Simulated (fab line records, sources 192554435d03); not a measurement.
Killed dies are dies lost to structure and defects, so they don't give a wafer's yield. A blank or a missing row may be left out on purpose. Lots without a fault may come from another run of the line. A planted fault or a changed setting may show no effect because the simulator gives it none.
Chamber matching | flow n5_finfet | N5_FIN_SAQP_MANDREL1_REMOVE_56 on rie_si-03: 4 sister chambers
The step chemistry HBr/Cl2/O2, target a-Si, stops on SiNx, bt time 10 s. 4 wafers are shown with their chamber, then 6 later ones without.

WAFERS WITH THEIR CHAMBER
wafer  | chamber | throttle_valve_pct (%)
L705.1 | 3       | 36.53
L705.4 | 0       | 36.56
L709.1 | 1       | 36.80
L709.4 | 2       | 36.41

WAFERS WITHOUT THEIR CHAMBER
wafer  | throttle_valve_pct (%)
L709.5 | 36.81
L716.3 | 36.82
L716.4 | 36.15
L722.2 | 36.57
L722.4 | 36.16
L722.5 | 36.82

WHICH CHAMBER EACH WENT THROUGH
wafer  | from the rows above               | in truth
L709.5 | can't be placed: 1 or 0 or 3      | 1
L716.3 | can't be placed: 1 or 0 or 3      | 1
L716.4 | can't be placed: 2 or 3 or 0      | 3
L722.2 | can't be placed: 0 or 3 or 2 or 1 | 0
L722.4 | can't be placed: 2 or 3 or 0      | 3
L722.5 | can't be placed: 1 or 0 or 3      | 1
Placed correctly: 0 of 6. Can't be placed from these rows: 6 (the true chamber is among the candidates in 6). Placed wrongly: 0.
How it was worked out, from the rows above alone: a wafer's distance from a chamber is the root of the sum, over the readings, of the square of ((its reading less the chamber's mean) divided by the reading's scatter). The wafer belongs to the nearest chamber; if the next one is less than 2 further off, it can't be placed. A chamber's mean is the mean of its shown wafers. The scatter: with one shown wafer a chamber, the root of the mean of the squares of how far each hidden wafer lies from its nearest shown one.
